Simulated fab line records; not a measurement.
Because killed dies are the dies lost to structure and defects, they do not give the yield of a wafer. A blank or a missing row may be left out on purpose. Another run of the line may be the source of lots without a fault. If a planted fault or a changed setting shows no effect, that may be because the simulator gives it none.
Split-lot study | flow n5-finfet | 21 wafers read across 7 lots, on a route 1938 steps long

SPLIT DETAILS
At N5_BEOL_M12_ETCH_67 (etches SiARC in CF4, target depth 143 nm, time 238.3 s), the setting source-w was moved away from the recipe's 545 W on 3 of the 21 wafers read, by +10.0% to +18.0%. All remaining wafers had this setting at the recipe value.

The split's own step is where the reading is taken.

THE READING
rf-vpp-V, in V, at N5_BEOL_M12_ETCH_67 (etches SiARC in CF4, target depth 143 nm, time 238.3 s). Fault-free wafers of this fab line usually give 184.0 V, standard deviation 1.2 V.

wafer  | tool, chamber at the split | source-w as run, W | against the recipe | rf-vpp-V, V | against lot-mates on the recipe
L075.2 | rie-diel-03, 0             | 545                | recipe             | 182.5       | -
L075.3 | rie-diel-03, 1             | 545                | recipe             | 184.3       | -
L075.6 | rie-diel-03, 2             | 545                | recipe             | 182.5       | -
L077.1 | rie-diel-05, 2             | 545                | recipe             | 184.5       | -
L077.2 | rie-diel-05, 0             | 545                | recipe             | 185.3       | -
L077.3 | rie-diel-05, 3             | 545                | recipe             | 185.1       | -
L076.1 | rie-diel-03, 0             | 545                | recipe             | 184.5       | -
L076.2 | rie-diel-03, 2             | 545                | recipe             | 182.5       | -
L076.3 | rie-diel-03, 3             | 545                | recipe             | 184.3       | -
L083.3 | rie-diel-06, 1             | 599.5              | +10.0%             | 178.7       | -4.5
L083.4 | rie-diel-06, 0             | 545                | recipe             | 183.2       | -
L083.5 | rie-diel-06, 3             | 599.5              | +10.0%             | 177.9       | -5.3
L085.2 | rie-diel-05, 0             | 545                | recipe             | 185.3       | -
L085.4 | rie-diel-05, 3             | 545                | recipe             | 184.8       | -
L085.6 | rie-diel-05, 1             | 545                | recipe             | 184.3       | -
L092.1 | rie-diel-06, 3             | 545                | recipe             | 183.9       | -
L092.3 | rie-diel-06, 1             | 643.1              | +18.0%             | 174.7       | -9.1
L092.6 | rie-diel-06, 3             | 545                | recipe             | 183.6       | -
L096.3 | rie-diel-03, 2             | 545                | recipe             | 180.0       | -
L096.4 | rie-diel-03, 3             | 545                | recipe             | 185.4       | -
L096.5 | rie-diel-03, 0             | 545                | recipe             | 183.0       | -

FIT RESULTS
A straight line over all 21 wafers: rf-vpp-V changes by -0.524 V for each +1% of source-w; r = -0.89; the points scatter about the line by 1.3 V.
The same after taking each lot's own level away (the mean of its wafers on the recipe; 21 wafers): -0.498 V for each +1%; r = -0.92; scatter 1 V.
On that fit, the largest move of source-w shifts the reading by 9 V.
Across the lots, their own levels run from 182.80 to 184.97 V, a range of 1.8 times the standard deviation given above.
The two slopes are in agreement: the lot-to-lot level therefore moves the slope only a little.
Check: -8.82 V against its lot-mates is what the line predicts for one of the wafers moved furthest among these (+18.0%) when that wafer is left out of the fit. Against them it came out at -9.05 V.
Tool readings at the split's step, against how far the setting was moved: etch-rf-on-time-s r = -0.92; rf-vpp-V r = -0.89.

THE OTHER SPLITS THESE WAFERS WENT THROUGH
Note: prior to the reading, these wafers also went through further splits. Each is held against what the fit with the lots' levels taken away leaves over:
other split on the same wafers    | wafers away from the commonest value | r with rf-vpp-V (lot level and that fit taken away)
N5_BEOL_M8_TRENCH_ETCH_37 bias-w  | 5                                    | +0.09
N5_BEOL_M10_PECVD_70 temp-c       | 7                                    | +0.00
N5_BEOL_M10_TRENCH_ETCH_37 bias-w | 6                                    | -0.29
N5_BEOL_M10_ETCH_41 source-w      | 9                                    | -0.12
N5_BEOL_M11_ETCH_66 time-s        | 7                                    | -0.12
N5_BEOL_M11_TRENCH_ETCH_37 bias-w | 6                                    | -0.24

THE WHOLE CHAIN: every reading that the file lists as answering this split, in the file's order
step                | what it does                                           | reading           | change (the file's fit)              | r (the file's)
N5_BEOL_M12_ETCH_67 | etches SiARC in CF4, target depth 143 nm, time 238.3 s | etch-rf-on-time-s | withheld for each +1% of the setting | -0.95
N5_BEOL_M12_ETCH_67 | etches SiARC in CF4, target depth 143 nm, time 238.3 s | rf-vpp-V          | -0.501 V for each +1% of the setting | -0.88

THE FILE'S OWN FIT
rf-vpp-V changes by -0.501 V for each +1% of source-w, r = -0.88.
